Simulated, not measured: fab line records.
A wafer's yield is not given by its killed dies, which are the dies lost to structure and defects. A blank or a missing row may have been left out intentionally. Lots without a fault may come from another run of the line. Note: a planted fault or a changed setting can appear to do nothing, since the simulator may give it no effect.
Chamber matching -- flow n5 finfet -- rie diel-06 running N5_BEOL_M3_ETCH_64: 4 sister chambers
The step etches SOC in N2/H2, target depth 75 nm, overetch 15 nm, time 112.5 s. 14 wafers are shown with their chamber, then 6 later ones without.

WAFERS PAIRED WITH THEIR CHAMBERS
wafer,chamber,showerhead plenum p Torr (Torr),rf vpp V (V),throttle valve pct (%)
L586.3,2,2.64,528,17.88
L586.4,1,2.36,518,17.64
L586.6,1,2.36,517,17.65
L588.1,2,2.64,527,17.91
L588.3,1,2.36,518,17.65
L587.4,1,2.36,518,17.65
L587.5,0,2.50,521,17.74
L587.6,3,2.42,520,18.14
L592.1,3,2.42,519,18.16
L592.3,2,2.64,525,17.89
L592.4,3,2.42,520,18.15
L598.1,2,2.63,525,17.91
L598.3,0,2.49,523,17.33
L598.4,1,2.35,518,17.68

SIGNATURES (means of the wafers above)
reading,chamber 0,chamber 1,chamber 2,chamber 3,scatter within a chamber
showerhead plenum p Torr,2.4950,2.3580,2.6375,2.4200,0.00453
rf vpp V,522.00,517.80,526.25,519.67,1.01
throttle valve pct,17.5350,17.6540,17.8975,18.1500,0.0927
Rule: distance of a wafer from a chamber = root of the sum over the readings of ((wafer's reading minus chamber's mean) / reading's scatter) squared. If the next closest chamber is less than 2 further off than the closest, the wafer can't be placed; otherwise it belongs to the closest. The scatter is the square root of a quotient: the sum, over the shown wafers, of each reading's squared deviation from its chamber's mean, divided by wafers minus chambers.

WAFERS WITH NO CHAMBER GIVEN
wafer,showerhead plenum p Torr (Torr),rf vpp V (V),throttle valve pct (%)
L597.2,2.41,520,18.17
L597.4,2.49,523,17.32
L597.6,2.41,521,18.18
L603.1,2.34,519,17.69
L603.2,2.49,523,17.33
L603.6,2.49,523,17.36

WHICH CHAMBER EACH WENT THROUGH
wafer,from the rows above,in truth
L597.2,3,3
L597.4,0,0
L597.6,3,3
L603.1,1,1
L603.2,0,0
L603.6,0,0
Correctly placed: 6 of 6. Left unplaced by these rows: 0. Number placed wrongly: 0.
